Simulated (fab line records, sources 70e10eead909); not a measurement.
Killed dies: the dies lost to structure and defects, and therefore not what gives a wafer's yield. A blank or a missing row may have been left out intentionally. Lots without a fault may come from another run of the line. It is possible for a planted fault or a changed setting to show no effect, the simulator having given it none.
fab line records + flow nand_harc
record
- lots=5
- wafers=15
- last_day=25
route steps=1159 shown P_M1@299 END@1159
lots untouched by any fault: they come from a run of this same line in which no faults occurred
start_h: hours from the record's opening day to when the first of the lot's shown wafers began + wait_h: hours elapsed since this lot's preceding step + " unchanged from the row above + L1.1+2: several wafers, shown together as one row + - no value present, or no start provided + * or withheld: withheld + < > ~ a bound
route shown NAME@n: NAME is a module with steps in the file, n the number in the route of the first one + usual: average and standard deviation across the fault-free wafers + same: alike in all rows + chamber/n: place in a boat + sites: the reading at each site + _std_site: their standard deviation + _edge_site: mean of outer sites minus mean of inner sites + radius_mm: for every site, how far away it sits from the centre of the wafer + mask NAME#n: copy n + behind: the most recent tool/chamber to have shaped the wafer + hold: cause of the lot's hold/its duration in hours/its outcome + device: which transistor (n, p or np) failed to switch + end of line: tests run on the same wafers once the route is complete + a step without rows: its recipe alone + killed: dies that structure and defects cost at the first sort, which is not the same as the wafer's yield + map: a wafer's dies, marking killed ones x, the rest . and places with no die _
set.NAME: the setting the step ran with; set.NAME@STEP: the setting that earlier step ran with + model.NAME: the simulator's own value behind a step, which no gauge read
certain route steps with their lots: each step a table, each wafer a row
services: from which hour (start_h, from the record's first day; less than 0 if before it) a tool's chamber was out of use, for how many hours, and why
## steps
# step NHARC_P_M1_ETCH_35
# recipe
- target_depth_a=400
- overetch_a=120
- time_s=43.94
- ion_energy_ev=200
- n2_flow_sccm=150
- h2_flow_sccm=150
- ar_flow_sccm=0
- rf_w=400
- bias_w=150
- chemistry=N2/H2
# usual
- chamber_pressure_mTorr=29.997/0.028
- drypump_motor_current_A=5.8/0.44
- mfc_ar_sccm=0.004/0.0077
- n2_flow_sccm=150.0/0.45
- oes_product_au=0.996/0.013
- rf_vpp_V=431.1/2.5
- showerhead_plenum_p_Torr=2.06/0.086
- throttle_valve_pct=14.170/0.0087
| lot.wafer | tool        | chamber | start_h | wait_h | chamber_pressure_mTorr | drypump_motor_current_A | mfc_ar_sccm | n2_flow_sccm | oes_product_au | rf_hours_counter_h | rf_vpp_V | showerhead_plenum_p_Torr | throttle_valve_pct |
|-----------|-------------|---------|---------|--------|------------------------|-------------------------|-------------|--------------|----------------|--------------------|----------|--------------------------|--------------------|
| L981.2    | rie_diel-05 | 3       | 129.55  | 0.1    | 30.051                 | 5.0                     | 0           | 150.0        | 1.008          | 10                 | 433.2    | 2.13                     | 14.165             |
| L981.1    | "           | 2       | "       | "      | 30.009                 | 6.3                     | 0           | 150.3        | 0.992          | 9                  | 431.9    | 2.12                     | 14.160             |
| L981.6    | "           | 3       | "       | "      | 30.004                 | 5.0                     | 0           | 149.8        | 1.024          | -                  | 435.0    | 2.13                     | 14.180             |
| L985.1    | rie_diel-05 | 2       | 152.55  | 0.1    | 29.999                 | 6.3                     | 0           | 150.1        | 1.002          | 10                 | 432.1    | 2.12                     | 14.174             |
| L985.5    | "           | 3       | "       | "      | 29.983                 | 5.0                     | 0           | 149.3        | 1.011          | -                  | 434.3    | 2.13                     | 14.161             |
| L985.6    | "           | 0       | "       | "      | 30.008                 | 5.6                     | 0.033       | 149.5        | 0.999          | -                  | 426.6    | 1.93                     | 14.176             |
| L993.2    | rie_diel-09 | 0       | 196.75  | 0.1    | 30.065                 | 5.3                     | 0           | 149.8        | 0.995          | 7                  | 432.9    | 2.13                     | 14.163             |
| L993.4    | "           | 2       | "       | "      | 30.011                 | 6.2                     | 0           | 149.9        | 0.980          | 8                  | 434.8    | 2.16                     | 14.175             |
| L993.6    | "           | 1       | "       | "      | 29.978                 | 6.6                     | 0           | 150.3        | 0.981          | -                  | 433.3    | 2.12                     | 14.176             |
| L992.1    | rie_diel-02 | 3       | 197.03  | 0.1    | 29.980                 | 6.0                     | 0.007       | 150.1        | 0.972          | 1                  | 428.2    | 1.92                     | 14.174             |
| L992.2    | "           | 0       | "       | "      | 30.016                 | 5.7                     | 0           | 149.9        | 1.003          | 1                  | 432.3    | 2.08                     | 14.161             |
| L992.5    | "           | 3       | "       | "      | 29.950                 | 6.1                     | 0.007       | 150.6        | 0.962          | -                  | 427.9    | 1.92                     | 14.155             |
| L994.4    | rie_diel-02 | 0       | 210.78  | 0.1    | 29.991                 | 5.7                     | 0           | 150.5        | 1.006          | 1                  | 430.5    | 2.08                     | 14.167             |
| L994.3    | "           | 1       | "       | "      | 29.970                 | 6.1                     | 0           | 149.7        | 1.001          | 1                  | 429.6    | 2.00                     | 14.167             |
| L994.5    | "           | 1       | "       | "      | 30.037                 | 6.2                     | 0           | 149.7        | 0.998          | -                  | 430.2    | 2.00                     | 14.178             |
# step NHARC_P_M1_ETCH_15
# recipe
- target_depth_a=1825
- time_s=91.2
- c4f8_flow_sccm=withheld
- ar_flow_sccm=400
- rf_w=600
- bias_w=300
- chemistry=C4F8/Ar
# step NHARC_P_M1_CD_MEAS_16
# usual
- cd_nm=129.3/1.1
| lot.wafer | tool      | chamber | start_h | wait_h | cd_nm |
|-----------|-----------|---------|---------|--------|-------|
| L981.1    | cd_sem-03 | -       | 129.77  | -      | 130.0 |
| L981.2    | "         | -       | "       | "      | 129.7 |
| L981.6    | "         | -       | "       | "      | 128.7 |
| L985.1    | cd_sem-03 | -       | 152.75  | -      | 129.0 |
| L985.5    | "         | -       | "       | "      | 129.2 |
| L985.6    | "         | -       | "       | "      | 129.7 |
| L993.2    | cd_sem-01 | -       | 196.98  | -      | 128.7 |
| L993.4    | "         | -       | "       | "      | 130.1 |
| L993.6    | "         | -       | "       | "      | 130.6 |
| L992.1    | cd_sem-01 | -       | 197.25  | -      | 130.4 |
| L992.2    | "         | -       | "       | "      | 128.2 |
| L992.5    | "         | -       | "       | "      | 130.0 |
| L994.3    | cd_sem-02 | -       | 211.00  | -      | 128.9 |
| L994.4    | "         | -       | "       | "      | 130.3 |
| L994.5    | "         | -       | "       | "      | 130.6 |
# step NHARC_P_M1_STRIP_18
# recipe
- power_w=1000
- n2_flow_sccm=150
- h2_flow_sccm=150
- ar_flow_sccm=0
- bias_w=0
- chemistry=N2/H2
# usual
- chamber_pressure_mTorr=29.999/0.028
- drypump_motor_current_A=5.9/0.48
- mfc_ar_sccm=0.004/0.0091
- n2_flow_sccm=150.0/0.43
- oes_product_au=1.000/0.013
- rf_vpp_V=90.9/0.96
- showerhead_plenum_p_Torr=2.08/0.086
- throttle_valve_pct=14.171/0.0086
| lot.wafer | tool        | chamber | start_h | wait_h | chamber_pressure_mTorr | drypump_motor_current_A | mfc_ar_sccm | n2_flow_sccm | oes_product_au | rf_hours_counter_h | rf_vpp_V | showerhead_plenum_p_Torr | throttle_valve_pct |
|-----------|-------------|---------|---------|--------|------------------------|-------------------------|-------------|--------------|----------------|--------------------|----------|--------------------------|--------------------|
| L981.2    | rie_diel-05 | 2       | 129.85  | 0.1    | 30.000                 | 6.3                     | 0           | 150.1        | 0.994          | 9                  | 91.5     | 2.12                     | 14.166             |
| L981.1    | "           | 3       | "       | "      | 29.967                 | 5.0                     | 0           | 150.4        | 1.015          | 10                 | 90.0     | 2.13                     | 14.175             |
| L981.6    | "           | 2       | "       | "      | 30.020                 | 6.3                     | 0           | 150.7        | 1.001          | -                  | 91.3     | 2.12                     | 14.165             |
| L985.1    | rie_diel-05 | 2       | 152.88  | 0.1    | 29.953                 | 6.3                     | 0           | 150.4        | 0.998          | 10                 | 90.1     | 2.12                     | 14.170             |
| L985.5    | "           | 0       | "       | "      | 30.024                 | 5.6                     | 0.033       | 150.0        | 0.998          | -                  | 91.3     | 1.93                     | 14.178             |
| L985.6    | "           | 1       | "       | "      | 29.995                 | 6.3                     | 0.007       | 149.6        | 0.981          | -                  | 92.7     | 2.16                     | 14.152             |
| L993.4    | rie_diel-09 | 3       | 197.05  | 0.1    | 29.969                 | 5.5                     | 0           | 150.6        | 0.998          | 7                  | 89.5     | 2.16                     | 14.168             |
| L993.2    | "           | 1       | "       | "      | 30.017                 | 6.6                     | 0           | 150.2        | 0.989          | 7                  | 91.7     | 2.12                     | 14.175             |
| L993.6    | "           | 3       | "       | "      | 29.978                 | 5.5                     | 0           | 150.2        | 0.999          | -                  | 93.4     | 2.16                     | 14.167             |
| L992.1    | rie_diel-05 | 1       | 197.33  | 0.1    | 30.004                 | 6.3                     | 0.007       | 149.2        | 1.020          | 1                  | 91.0     | 2.16                     | 14.150             |
| L992.2    | "           | 3       | "       | "      | 30.007                 | 5.0                     | 0           | 149.6        | 1.012          | 1                  | 90.7     | 2.13                     | 14.161             |
| L992.5    | "           | 2       | "       | "      | 29.963                 | 6.4                     | 0           | 149.8        | 0.999          | -                  | 90.2     | 2.12                     | 14.177             |
| L994.4    | rie_diel-05 | 3       | 211.10  | 0.1    | 29.988                 | 5.0                     | 0           | 150.7        | 1.020          | 1                  | 93.0     | 2.13                     | 14.167             |
| L994.3    | "           | 1       | "       | "      | 29.954                 | 6.3                     | 0.007       | 149.5        | 1.015          | 1                  | 90.7     | 2.16                     | 14.169             |
| L994.5    | "           | 3       | "       | "      | 30.029                 | 5.0                     | 0           | 150.9        | 1.020          | -                  | 90.9     | 2.13                     | 14.170             |
# step NHARC_P_M1_ETCH_28
# recipe
- target_depth_a=300
- over_etch_frac=0.3
- time_s=72.99
- ion_energy_ev=150
- cf4_flow_sccm=50
- n2_flow_sccm=100
- ar_flow_sccm=150
- rf_w=300
- bias_w=100
- chemistry=CF4/N2
# step NHARC_P_M1_STRIP_19
# recipe
- time_s=600
- temp_c=30
- chemistry=post_etch_residue_remover
# step NHARC_P_M1_DEGAS_29
# recipe
- temp_c=250
- time_s=60
# usual
- heater_power_w=329/30
| lot.wafer | tool           | chamber | start_h | wait_h | heater_power_w |
|-----------|----------------|---------|---------|--------|----------------|
| L981.1    | pvd_sputter-01 | -       | 130.48  | -      | 299            |
| L981.2    | "              | -       | "       | "      | 364            |
| L981.6    | "              | -       | "       | "      | 294            |
| L985.1    | pvd_sputter-03 | -       | 153.46  | -      | 305            |
| L985.6    | "              | -       | "       | "      | 306            |
| L985.5    | "              | -       | "       | "      | 388            |
| L993.2    | pvd_sputter-01 | -       | 197.69  | -      | 354            |
| L993.4    | "              | -       | "       | "      | 296            |
| L993.6    | "              | -       | "       | "      | 304            |
| L992.2    | pvd_sputter-02 | -       | 197.97  | -      | 346            |
| L992.1    | "              | -       | "       | "      | 343            |
| L992.5    | "              | -       | "       | "      | 341            |
| L994.4    | pvd_sputter-01 | -       | 211.73  | -      | 315            |
| L994.3    | "              | -       | "       | "      | 346            |
| L994.5    | "              | -       | "       | "      | 319            |
# step NHARC_P_M1_PRE_CLEAN_30
# recipe
- time_s=30
- temp_c=280
- gas=H2/He
# usual
- heater_power_w=404/36
| lot.wafer | tool           | chamber | start_h | wait_h | heater_power_w |
|-----------|----------------|---------|---------|--------|----------------|
| L981.2    | pvd_sputter-01 | -       | -       | -      | 424            |
| L981.1    | "              | -       | "       | "      | 360            |
| L981.6    | "              | -       | "       | "      | 441            |
| L985.1    | pvd_sputter-03 | -       | -       | -      | 377            |
| L985.6    | "              | -       | "       | "      | 411            |
| L985.5    | "              | -       | "       | "      | 413            |
| L993.4    | pvd_sputter-01 | -       | -       | -      | 374            |
| L993.2    | "              | -       | "       | "      | 391            |
| L993.6    | "              | -       | "       | "      | 384            |
| L992.1    | pvd_sputter-02 | -       | -       | -      | 423            |
| L992.2    | "              | -       | "       | "      | 376            |
| L992.5    | "              | -       | "       | "      | 424            |
| L994.3    | pvd_sputter-01 | -       | -       | -      | 384            |
| L994.4    | "              | -       | "       | "      | 422            |
| L994.5    | "              | -       | "       | "      | 389            |
# step NHARC_P_M1_PVD_20
# recipe
- target_thk_a=50
- bias_v=168.6
- power_w=15000
- chamber_pressure_pa=0.12
- time_s=8.06
- substrate_temp_c=50
- material=TaN
# step NHARC_P_M1_PVD_21
# recipe
- target_thk_a=300
- chamber_pressure_pa=5
- power_w=5000
- substrate_temp_c=30
- time_s=20.49
- material=Cu
# step NHARC_P_M1_ECD_22
# recipe
- target_thk_a=4000
- bath_temp_c=25
- material=Cu
# step NHARC_P_M1_ANNEAL_31
# recipe
- temp_c=225
- time_s=90
# usual
- wafer_temp_C_max=225.9/0.38
| lot.wafer | tool          | chamber | start_h | wait_h | wafer_temp_C_max |
|-----------|---------------|---------|---------|--------|------------------|
| L981.1    | rtp_anneal-02 | 0       | 131.22  | -      | 226.0            |
| L981.2    | "             | 0       | "       | "      | 225.8            |
| L981.6    | "             | 0       | "       | "      | 226.1            |
| L985.1    | rtp_anneal-02 | 0       | 154.26  | 0.3    | 226.0            |
| L985.5    | "             | 0       | "       | "      | 225.7            |
| L985.6    | "             | 0       | "       | "      | 225.8            |
| L993.2    | rtp_anneal-02 | 0       | 198.48  | -      | 225.9            |
| L993.4    | "             | 0       | "       | "      | 225.5            |
| L993.6    | "             | 0       | "       | "      | 225.7            |
| L992.1    | rtp_anneal-01 | 0       | 198.71  | 0.3    | 226.2            |
| L992.2    | "             | 0       | "       | "      | 226.1            |
| L992.5    | "             | 0       | "       | "      | 226.2            |
| L994.3    | rtp_anneal-02 | 0       | 212.55  | -      | 225.4            |
| L994.4    | "             | 0       | "       | "      | 225.5            |
| L994.5    | "             | 0       | "       | "      | 225.5            |
# step NHARC_P_M1_CMP_23
# recipe
- t_overpolish_s=20
- target_thk_nm=157.82
# usual
- edge_zone_pressure_frac=1.000/0.0044
- motor_current_A=11.7/1
- slurry_filter_dp_kPa=13.50/0.14
- time_to_endpoint_s=30/3.7
| lot.wafer | tool   | chamber | start_h | wait_h | edge_zone_pressure_frac | motor_current_A | slurry_filter_dp_kPa | time_to_endpoint_s |
|-----------|--------|---------|---------|--------|-------------------------|-----------------|----------------------|--------------------|
| L981.2    | cmp-03 | 2       | 131.57  | -      | 1.000                   | 13.7            | 13.49                | 29                 |
| L981.1    | "      | 1       | "       | "      | 1.004                   | 11.7            | 13.47                | 30                 |
| L981.6    | "      | 2       | "       | "      | 0.999                   | 13.5            | 13.45                | 28                 |
| L985.1    | cmp-02 | 1       | 154.69  | -      | 1.002                   | 12.7            | 13.65                | 36                 |
| L985.5    | "      | 2       | "       | "      | 0.997                   | 10.7            | 13.48                | 27                 |
| L985.6    | "      | 3       | "       | "      | 0.990                   | 10.9            | 13.60                | 29                 |
| L993.2    | cmp-03 | 0       | 198.77  | -      | 1.000                   | 12.4            | 13.29                | 23                 |
| L993.4    | "      | 2       | "       | "      | 0.996                   | 13.5            | 13.51                | 24                 |
| L993.6    | "      | 0       | "       | "      | 1.002                   | 12.8            | 13.36                | 23                 |
| L992.1    | cmp-02 | 0       | 199.09  | -      | 0.999                   | 11.6            | 13.29                | 30                 |
| L992.2    | "      | 2       | "       | "      | 0.998                   | 10.9            | 13.55                | 14                 |
| L992.5    | "      | 3       | "       | "      | 0.998                   | 10.7            | 13.41                | 31                 |
| L994.4    | cmp-04 | 2       | 212.82  | -      | 1.003                   | 13.4            | 13.42                | 30                 |
| L994.3    | "      | 3       | "       | "      | 0.998                   | 10.3            | 13.44                | 34                 |
| L994.5    | "      | 1       | "       | "      | 1.002                   | 13.7            | 13.41                | 37                 |
# step NHARC_P_M1_THK_MEAS_24
# recipe
- thk_meas_gauge=xrf
# usual
- thk_nm=158.3/1.8
| lot.wafer | tool          | chamber | start_h | wait_h | thk_nm |
|-----------|---------------|---------|---------|--------|--------|
| L981.1    | film_metro-02 | -       | 131.88  | -      | 156.5  |
| L981.2    | "             | -       | "       | "      | 157.1  |
| L981.6    | "             | -       | "       | "      | 160.2  |
| L985.1    | film_metro-02 | -       | 154.92  | -      | 160.5  |
| L985.5    | "             | -       | "       | "      | 157.7  |
| L985.6    | "             | -       | "       | "      | 158.6  |
| L993.2    | film_metro-01 | -       | 199.08  | -      | 155.5  |
| L993.4    | "             | -       | "       | "      | 156.5  |
| L993.6    | "             | -       | "       | "      | 158.7  |
| L992.1    | film_metro-01 | -       | 199.38  | -      | 158.7  |
| L992.2    | "             | -       | "       | "      | 149.6  |
| L992.5    | "             | -       | "       | "      | 158.6  |
| L994.3    | film_metro-01 | -       | 213.10  | -      | 159.5  |
| L994.4    | "             | -       | "       | "      | 156.9  |
| L994.5    | "             | -       | "       | "      | 162.6  |
# step NHARC_P_M1_SRD_25
# step NHARC_END_SORT_01
# recipe
- temp_c=25
# usual
- defect_limited_yield=95.4/1.7
- killed_at_array=27/12
- killed_at_other=0.9/1.1
- killed_at_periphery=3.2/2.4
- killed_dies=31/12
- killed_open=3.3/1.7
- killed_short=2.0/1.6
- sort_bin_2_pct=1.5/0.74
- sort_bin_3_pct=0.25/0.22
- sort_bin_4_pct=2.9/1.1
- sort_n_pass=646/12
- sort_rim_yield_pct=97.2/1.8
- sort_yield_pct=95.4/1.7
# same
- gross_dies=677
- sort_bin_5_pct[%]=0
- sort_bin_6_pct[%]=0
- sort_bin_7_pct[%]=0
- sort_bin_8_pct[%]=0
- sort_rim_n_gross=106.00
| lot.wafer | tool      | chamber | start_h | wait_h | defect_limited_yield[%] | killed_at_array | killed_at_other | killed_at_periphery | killed_dies | killed_open | killed_short | sort_bin_2_pct[%] | sort_bin_3_pct[%] | sort_bin_4_pct[%] | sort_n_pass | sort_rim_yield_pct[%] | sort_yield_pct[%] |
|-----------|-----------|---------|---------|--------|-------------------------|-----------------|-----------------|---------------------|-------------|-------------|--------------|-------------------|-------------------|-------------------|-------------|-----------------------|-------------------|
| L981.1    | prober-02 | 0       | 456.93  | 2.5    | 94.5                    | 33              | 0               | 4                   | 37          | 6           | 1            | 1.8               | 0.30              | 3.4               | 640         | 96.2                  | 94.5              |
| L981.2    | prober-02 | 0       | 457.74  | 2.8    | 94.7                    | 32              | 0               | 4                   | 36          | 2           | 5            | 1.2               | 0                 | 4.1               | 641         | 98.1                  | 94.7              |
| L981.6    | prober-02 | 0       | 460.96  | 4.0    | 93.2                    | 43              | 1               | 2                   | 46          | 3           | 3            | 2.5               | 0.30              | 4.0               | 631         | 96.2                  | 93.2              |
| L985.1    | prober-02 | 0       | 555.73  | 2.5    | 96.9                    | 19              | 0               | 2                   | 21          | 5           | 4            | 0.3               | 0.15              | 2.7               | 656         | 97.2                  | 96.9              |
| L985.5    | prober-02 | 0       | 558.91  | 3.7    | 97.3                    | 13              | 0               | 5                   | 18          | 2           | 2            | 0.9               | 0                 | 1.8               | 659         | 97.2                  | 97.3              |
| L985.6    | prober-02 | 0       | 559.71  | 4.0    | 98.7                    | 8               | 0               | 1                   | 9           | 3           | 0            | 0.4               | 0                 | 0.9               | 668         | 100.0                 | 98.7              |
| L993.2    | prober-01 | 0       | 579.92  | 2.8    | 96.9                    | 19              | 1               | 1                   | 21          | 2           | 2            | 1.3               | 0.15              | 1.6               | 656         | 100.0                 | 96.9              |
| L993.4    | prober-01 | 0       | 581.54  | 3.4    | 94.5                    | 35              | 0               | 2                   | 37          | 4           | 4            | 1.2               | 0.44              | 3.8               | 640         | 97.2                  | 94.5              |
| L993.6    | prober-01 | 0       | 583.15  | 4.0    | 95.9                    | 26              | 1               | 1                   | 28          | 3           | 2            | 1.5               | 0.15              | 2.5               | 649         | 99.1                  | 95.9              |
| L992.1    | prober-02 | 0       | 586.87  | 2.5    | 96.9                    | 21              | 0               | 0                   | 21          | 1           | 4            | 1.2               | 0.44              | 1.5               | 656         | 97.2                  | 96.9              |
| L992.2    | prober-02 | 0       | 587.67  | 2.8    | 96.2                    | 21              | 0               | 5                   | 26          | 6           | 2            | 0.6               | 0.59              | 2.7               | 651         | 97.2                  | 96.2              |
| L992.5    | prober-02 | 0       | 590.07  | 3.7    | 96.8                    | 18              | 0               | 4                   | 22          | 6           | 2            | 1.0               | 0                 | 2.2               | 655         | 96.2                  | 96.8              |
| L994.3    | prober-01 | 0       | 588.50  | 3.1    | 95.1                    | 29              | 4               | 0                   | 33          | 2           | 0            | 1.6               | 0.74              | 2.5               | 644         | 96.2                  | 95.1              |
| L994.4    | prober-01 | 0       | 589.30  | 3.4    | 96.5                    | 23              | 1               | 0                   | 24          | 2           | 1            | 0.9               | 0.15              | 2.5               | 653         | 100.0                 | 96.5              |
| L994.5    | prober-01 | 0       | 590.10  | 3.7    | 94.8                    | 32              | 1               | 2                   | 35          | 2           | 2            | 2.1               | 0.30              | 2.8               | 642         | 100.0                 | 94.8              |
# killed by level:class
L981.1 A_CHANNEL_HOLE_D1:chamber_film_flake=10 A_SLIT:chamber_film_flake=8 A_CONTACT:chamber_film_flake=6 A_WL_FILL:geometric_particle:open=4 P_M2:geometric_particle:short=1 A_CHANNEL_FILL_D1:geometric_particle:open=1 A_M0:geometric_particle:open=1 P_ZERO_WELL:chamber_film_flake=1
L981.2 A_CHANNEL_HOLE_D1:chamber_film_flake=7 A_SLIT:chamber_film_flake=7 A_SGD_CUT:chamber_film_flake=6 A_CONTACT:chamber_film_flake=5 A_WL_FILL:geometric_particle:short=3 P_ZERO_WELL:chamber_film_flake=2 P_GATE:geometric_particle:open=1 A_ONON_D1:geometric_particle:short=1
L981.6 A_CHANNEL_HOLE_D1:chamber_film_flake=15 A_SLIT:chamber_film_flake=12 A_CONTACT:chamber_film_flake=8 A_SGD_CUT:chamber_film_flake=4 A_CONTACT:geometric_particle:open=2 P_GATE:geometric_particle:short=1 A_WL_FILL:geometric_particle:open=1 A_WL_FILL:geometric_particle:short=1
L985.1 A_STAIRCASE:chamber_film_flake=4 A_CHANNEL_HOLE_D1:chamber_film_flake=3 A_CHANNEL_FILL_D1:geometric_particle:short=2 A_CONTACT:geometric_particle:open=2 A_ZERO_WELL:chamber_film_flake=2 P_M1:geometric_particle:open=1 A_SOURCE_PLATE:geometric_particle:short=1 A_SGD_CUT:geometric_particle:open=1
L985.5 P_GATE:chamber_film_flake=5 A_ZERO_WELL:chamber_film_flake=3 A_CHANNEL_HOLE_D1:chamber_film_flake=2 A_ONON_D1:geometric_particle:short=1 A_WL_FILL:geometric_particle:short=1 A_WL_FILL:geometric_particle:open=1 A_CONTACT:geometric_particle:open=1 A_CHANNEL_FILL_D1:chamber_film_flake=1
L985.6 A_CHANNEL_HOLE_D1:chamber_film_flake=3 A_WL_FILL:geometric_particle:open=1 A_CONTACT:geometric_particle:open=1 A_M0:geometric_particle:open=1 P_STI:chamber_film_flake=1 A_ZERO_WELL:chamber_film_flake=1 A_WL_FILL:chamber_film_flake=1
L993.2 A_CHANNEL_HOLE_D1:chamber_film_flake=15 A_WL_FILL:geometric_particle:short=2 P_CONTACT:geometric_particle:open=1 A_BLC:geometric_particle:open=1 A_CONTACT:chamber_film_flake=1 THIN_TSV:chamber_film_flake=1
L993.4 A_CHANNEL_HOLE_D1:chamber_film_flake=23 A_CONTACT:geometric_particle:open=3 A_CONTACT:chamber_film_flake=3 A_STAIRCASE:chamber_film_flake=2 P_GATE:geometric_particle:short=1 P_M0:geometric_particle:short=1 A_CHANNEL_HOLE_D1:geometric_particle:open=1 A_BLC:geometric_particle:short=1
L993.6 A_CHANNEL_HOLE_D1:chamber_film_flake=19 A_SGD_CUT:geometric_particle:open=2 A_STAIRCASE:chamber_film_flake=2 A_CONTACT:chamber_film_flake=2 P_M0:geometric_particle:open=1 A_CONTACT:geometric_particle:short=1 STARTING-WAFER:geometric_particle:short=1
L992.1 A_CONTACT:chamber_film_flake=7 A_CHANNEL_HOLE_D1:chamber_film_flake=6 A_ONON_D1:geometric_particle:short=4 A_STAIRCASE:chamber_film_flake=2 A_CHANNEL_FILL_D1:geometric_particle:open=1 A_WL_FILL:chamber_film_flake=1
L992.2 A_CHANNEL_HOLE_D1:chamber_film_flake=5 A_CONTACT:chamber_film_flake=5 A_STAIRCASE:chamber_film_flake=4 A_CONTACT:geometric_particle:open=3 P_M0:chamber_film_flake=2 P_CONTACT:geometric_particle:open=1 A_ONON_D1:geometric_particle:short=1 A_ONON_D1:geometric_particle:open=1
L994.3 A_SLIT:chamber_film_flake=15 A_CHANNEL_HOLE_D1:chamber_film_flake=5 THIN_TSV:chamber_film_flake=4 A_STAIRCASE:chamber_film_flake=3 A_SGD_CUT:geometric_particle:open=1 A_CONTACT:geometric_particle:open=1 A_WL_FILL:chamber_film_flake=1 A_CONTACT:chamber_film_flake=1
L994.4 A_SLIT:chamber_film_flake=9 A_CHANNEL_HOLE_D1:chamber_film_flake=6 A_STAIRCASE:chamber_film_flake=2 A_ONON_D1:geometric_particle:open=1 A_CHANNEL_FILL_D1:geometric_particle:short=1 A_M0:geometric_particle:open=1 A_CONTACT:chamber_film_flake=1 A_BLC:chamber_film_flake=1
L992.5 A_CHANNEL_HOLE_D1:chamber_film_flake=4 A_CONTACT:chamber_film_flake=4 A_BLC:geometric_particle:open=3 A_ONON_D1:geometric_particle:open=2 P_M0:chamber_film_flake=2 A_STAIRCASE:chamber_film_flake=2 P_GATE:geometric_particle:short=1 A_CHANNEL_FILL_D1:geometric_particle:open=1
L994.5 A_SLIT:chamber_film_flake=15 A_CHANNEL_HOLE_D1:chamber_film_flake=10 A_ONON_D1:geometric_particle:short=2 A_CONTACT:chamber_film_flake=2 P_GATE:geometric_particle:open=1 A_ONON_D1:geometric_particle:open=1 P_STI:chamber_film_flake=1 A_STAIRCASE:chamber_film_flake=1
## services
| tool           | chamber | start_h | hours | kind       |
|----------------|---------|---------|-------|------------|
| rie_diel-05    | 0       | 118.10  | -     | clean      |
| rie_diel-05    | 1       | 118.10  | -     | clean      |
| rie_diel-05    | 2       | 118.10  | -     | clean      |
| rie_diel-05    | 3       | 118.10  | -     | clean      |
| rie_diel-05    | 1       | 122.49  | 1.3   | repair     |
| cmp-02         | -       | 128.50  | 4.0   | pm         |
| rtp_anneal-02  | -       | 142.14  | 0.7   | repair     |
| rie_diel-05    | 0       | 142.60  | -     | clean      |
| rie_diel-05    | 1       | 142.60  | -     | clean      |
| rie_diel-05    | 2       | 142.60  | -     | clean      |
| rie_diel-05    | 3       | 142.60  | -     | clean      |
| rie_diel-02    | -       | 150.70  | 9.0   | pm         |
| cmp-03         | -       | 156.12  | 4.0   | pm         |
| pvd_sputter-01 | -       | 158.02  | 10.0  | pm         |
| rie_diel-05    | -       | 163.60  | 9.0   | pm         |
| rie_diel-05    | 0       | 163.60  | 9.0   | vent_cycle |
| rie_diel-05    | 1       | 163.60  | 9.0   | vent_cycle |
| rie_diel-05    | 2       | 163.60  | 9.0   | vent_cycle |
| pvd_sputter-02 | -       | 171.65  | 6.4   | repair     |
| rie_diel-05    | 3       | 180.60  | 3.5   | repair     |
| cmp-04         | -       | 203.07  | 4.0   | pm         |
| rie_diel-09    | 2       | 203.33  | 9.9   | repair     |
| rie_diel-09    | 3       | 205.37  | 12.2  | repair     |
| cmp-04         | -       | 208.22  | 0.2   | repair     |
## key
first_sign
- step=NHARC_P_M1_CMP_23
- reading=time_to_endpoint_s
- direction=down
- sigmas=4.3
- usual=*
- struck=*
effect
- step=NHARC_P_M1_THK_MEAS_24
- reading=thk_nm
- direction=down
- sigmas=4.7
- usual=158.3
- struck=149.6
met_at NHARC_P_M1_CMP_23
struck_wafers L992.2
onset_between 154.69 199.09
fault
- kind=process_parameter_drift
- tool=cmp-02
- chamber=-
- onset_h=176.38
- steps=NHARC_P_M1_CMP_23
- channel=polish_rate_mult
- offset=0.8
- shape=step
- end_h=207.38
- scope=struck_wafers_only
